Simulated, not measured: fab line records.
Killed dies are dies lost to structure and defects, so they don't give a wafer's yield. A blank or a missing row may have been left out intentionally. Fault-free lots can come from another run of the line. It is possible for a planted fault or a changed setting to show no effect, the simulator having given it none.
Chamber matching ; flow n5 finfet ; N5_HKMG_FIN_ETCH_54 on rie diel-01 has 4 sister chambers
The step etches SiARC in CF4, target depth 45.5 nm, time 75.8 s. 4 wafers are shown with their chamber, then 9 later ones without.

WAFERS PAIRED WITH THEIR CHAMBERS
wafer;chamber;showerhead plenum p Torr (Torr)
L079.1;0;2.12
L085.5;2;2.04
L086.2;3;2.19
L086.4;1;2.20

WAFERS WHOSE CHAMBER IS MISSING
wafer;showerhead plenum p Torr (Torr)
L090.4;2.11
L090.5;2.03
L090.6;2.18
L092.4;2.20
L092.5;2.11
L092.6;2.18
L094.1;2.20
L094.2;2.03
L094.3;2.18

CHAMBER TAKEN BY EACH
wafer;from the rows above;in truth
L090.4;0;0
L090.5;2;2
L090.6;can't be placed: 3 or 1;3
L092.4;can't be placed: 1 or 3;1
L092.5;0;0
L092.6;can't be placed: 3 or 1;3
L094.1;can't be placed: 1 or 3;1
L094.2;2;2
L094.3;can't be placed: 3 or 1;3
Correct placement for 4 of the 9. Cannot be placed on the basis of these rows: 5; the candidates contain the true chamber in 5. 0 placed wrongly.
How it was worked out, from the rows above alone: a wafer's distance from a chamber is the root of the sum, over the readings, of the square of ((its reading less the chamber's mean) divided by the reading's scatter). If the next closest chamber is less than 2 further off than the closest, the wafer can't be placed; otherwise it belongs to the closest. Each chamber's mean is taken over the wafers shown for it. The scatter: root of mean squared gap, hidden wafer to nearest shown wafer, with one shown wafer a chamber.
